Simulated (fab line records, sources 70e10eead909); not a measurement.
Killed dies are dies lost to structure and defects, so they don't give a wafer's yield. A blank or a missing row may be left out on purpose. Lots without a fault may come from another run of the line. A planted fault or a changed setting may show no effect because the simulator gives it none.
Chamber matching | flow nand_harc | NHARC_P_M0_CMP_23 on cmp-03: 4 sister chambers
The step polishes, t overpolish 20 s, target thk 117.54 nm. 8 wafers are shown with their chamber, then 10 later ones without.

WAFERS WITH THEIR CHAMBER
wafer  | chamber | motor_current_A (A) | time_to_endpoint_s (s)
L082.1 | 3       | 14.4                | 30.1
L083.2 | 2       | 13.7                | 30.5
L083.4 | 0       | 13.1                | 29.8
L085.2 | 1       | 11.0                | 27.8
L085.3 | 2       | 13.2                | 30.9
L085.4 | 3       | 13.5                | 30.5
L088.3 | 0       | 13.3                | 26.6
L088.4 | 1       | 10.9                | 27.2

WAFERS WITHOUT THEIR CHAMBER
wafer  | motor_current_A (A) | time_to_endpoint_s (s)
L088.6 | 13.6                | 27.0
L091.3 | 13.4                | 27.9
L091.4 | 10.6                | 27.7
L091.6 | 11.1                | 27.6
L092.4 | 11.2                | 27.9
L092.5 | 14.3                | 28.1
L092.6 | 13.4                | 28.8
L096.2 | 10.8                | 28.7
L096.3 | 13.5                | 30.6
L096.5 | 13.4                | 28.4

WHICH CHAMBER EACH WENT THROUGH
wafer  | from the rows above          | in truth
L088.6 | can't be placed: 0 or 3 or 2 | 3
L091.3 | can't be placed: 0 or 2 or 3 | 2
L091.4 | 1                            | 1
L091.6 | 1                            | 1
L092.4 | 1                            | 1
L092.5 | can't be placed: 3 or 0 or 2 | 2
L092.6 | can't be placed: 0 or 2 or 3 | 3
L096.2 | 1                            | 1
L096.3 | can't be placed: 2 or 3      | 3
L096.5 | can't be placed: 0 or 2 or 3 | 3
Placed correctly: 4 of 10. Can't be placed from these rows: 6 (the true chamber is among the candidates in 6). Placed wrongly: 0.
How it was worked out, from the rows above alone: a wafer's distance from a chamber is the root of the sum, over the readings, of the square of ((its reading less the chamber's mean) divided by the reading's scatter). The wafer belongs to the nearest chamber; if the next one is less than 2 further off, it can't be placed. A chamber's mean is the mean of its shown wafers. The scatter: the root of (the sum of the squares of (reading less its chamber's mean) over the shown wafers, divided by (wafers less chambers)).
